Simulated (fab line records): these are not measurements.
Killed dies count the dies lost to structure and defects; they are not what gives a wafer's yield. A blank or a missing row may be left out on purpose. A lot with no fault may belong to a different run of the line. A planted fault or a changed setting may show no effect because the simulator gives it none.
What tool caused it? ; flow n5_finfet ; 21 lots with 63 wafers sampled at 2 steps, on a route of 1938 steps

## WHAT THE GAUGES READ, wafer by wafer
N5_FIN_SAQP_CD_MEAS_31: the cd target is 8 nm.
lot;measured;on;cd_nm (nm)
L074;day 2 04:39;cd_sem-02;8.04 8.12 8.26
L075;day 2 09:55;cd_sem-02;7.83 7.86 8.05
L076;day 2 14:48;cd_sem-03;8.18 7.86 8.03
L078;day 3 02:00;cd_sem-02;7.92 8.00 7.95
L079;day 3 07:44;cd_sem-02;8.53 7.95 7.96
L080;day 3 13:46;cd_sem-01;7.96 8.02 8.52
L082;day 4 02:22;cd_sem-02;8.14 8.06 8.08
L083;day 4 07:56;cd_sem-01;7.96 8.19 8.27
L084;day 4 13:33;cd_sem-03;7.91 7.85 8.02
L085;day 4 21:31;cd_sem-01;8.03 8.01 8.36
L086;day 5 03:33;cd_sem-03;7.94 8.33 8.54
L087;day 5 08:30;cd_sem-03;7.87 8.19 7.83
L088;day 5 20:01;cd_sem-03;8.19 8.41 8.11
L089;day 5 20:27;cd_sem-03;8.01 8.10 7.84
L090;day 6 03:50;cd_sem-03;8.26 8.07 8.13
L092;day 6 14:10;cd_sem-03;7.73 8.32 8.12
L093;day 6 21:46;cd_sem-02;8.07 7.92 7.92
L094;day 7 02:36;cd_sem-01;8.51 8.37 8.46
L095;day 7 11:45;cd_sem-03;8.37 7.99 8.82
L096;day 7 17:57;cd_sem-01;8.35 7.92 8.25
L097;day 7 23:13;cd_sem-01;8.23 7.83 8.24

## WHAT TOOL EACH LOT RAN ON (gives the tool, then ch and the chambers of the sampled wafers, and finally the start)
lot;N5_FIN_SAQP_MANDREL2_REMOVE_60
L074;rie_si-03 ch 2,3, day 2 04:32
L075;rie_si-03 ch 1,3, day 2 09:48
L076;rie_si-03 ch 1,2,3, day 2 14:41
L078;rie_si-04 ch 1,3, day 3 01:53
L079;rie_si-03 ch 1,2,3, day 3 07:38
L080;rie_si-04 ch 0,1,3, day 3 13:39
L082;rie_si-03 ch 0,2,3, day 4 02:15
L083;rie_si-01 ch 0,2,3, day 4 07:50
L084;rie_si-03 ch 0,1,3, day 4 13:26
L085;rie_si-01 ch 0,3, day 4 21:23
L086;rie_si-04 ch 2,3, day 5 03:26
L087;rie_si-04 ch 0,1,3, day 5 08:23
L088;rie_si-04 ch 0,1, day 5 19:55
L089;rie_si-01 ch 2,3, day 5 20:20
L090;rie_si-04 ch 0,2,3, day 6 03:43
L092;rie_si-03 ch 1,2, day 6 14:02
L093;rie_si-01 ch 0,1, day 6 21:38
L094;rie_si-04 ch 0,2,3, day 7 02:29
L095;rie_si-04 ch 0,1,2, day 7 11:38
L096;rie_si-04 ch 1,3, day 7 17:50
L097;rie_si-04 ch 2,3, day 7 23:06
- N5_FIN_SAQP_MANDREL2_REMOVE_60: chemistry HBr/Cl2/O2, target a-Si, stops on SiNx, bt time 10 s.

## AS READ BY THE TOOLS THEMSELVES (means over the sampled wafers that have a number; for cases with no such wafer, the mark the record gives instead)
N5_FIN_SAQP_MANDREL2_REMOVE_60.
lot;tool;HBr_flow_sccm (sccm);drypump_motor_current_A (A);he_backside_leak_sccm (sccm);oes_product_au (a.u.);throttle_valve_pct (%)
L074;rie_si-03;150.2;5.1;2.65;1.008;36.9
L075;rie_si-03;149.8;5.3;2.75;1.018;36.3
L076;rie_si-03;149.7;5.2;2.67;1.024;36.7
L078;rie_si-04;150.1;5.3;2.73;1.002;36.8
L079;rie_si-03;150.3;5.2;2.69;1.018;36.7
L080;rie_si-04;149.8;5.4;2.69;0.988;36.8
L082;rie_si-03;149.8;5.3;2.68;1.008;37.1
L083;rie_si-01;149.7;6.1;2.87;1.020;36.7
L084;rie_si-03;150.4;5.4;2.60;1.001;36.7
L085;rie_si-01;150.1;6.2;2.50;1.011;36.5
L086;rie_si-04;150.1;6.2;2.48;0.988;37.0
L087;rie_si-04;149.5;5.4;2.67;0.988;36.6
L088;rie_si-04;149.8;5.6;2.60;0.986;36.5
L089;rie_si-01;149.6;6.3;2.89;1.007;36.8
L090;rie_si-04;149.5;6.0;2.57;0.990;36.9
L092;rie_si-03;149.5;5.1;2.73;1.029;37.1
L093;rie_si-01;149.8;5.2;2.59;1.007;36.5
L094;rie_si-04;150.3;6.0;2.59;0.998;36.9
L095;rie_si-04;149.8;5.8;2.66;0.990;36.7
L096;rie_si-04;149.8;5.1;2.73;1.004;36.6
L097;rie_si-04;150.4;6.2;2.73;0.997;37.0

## THE ANSWER, worked out from the rows above alone
Rule: what is usual is taken from the lots themselves. The widest of any qualifying gaps counts: lots, ordered by their means at a reading, are off when they make up no more than a third of the lots, leave a main group of 4 or more, and stand apart from it by 3 or more times the standard deviation of that group's means. If all means in a main group match to the digits the tables above print for the reading, that group is not used. A lot without any number at a reading at which 4 lots or more have one is off too. All remaining lots with rows at the step are treated as sound. Order of review: gauges by route order, followed by the tools' own readings, for which a lot's mean as printed above is used. The first step at which some lot is off is used, and at that step the reading that is off furthest; a lot without a number counts as furthest.
No lot is off at any reading shown: from this, nothing can be told.

## WHAT WAS PUT IN BY THE SIMULATOR
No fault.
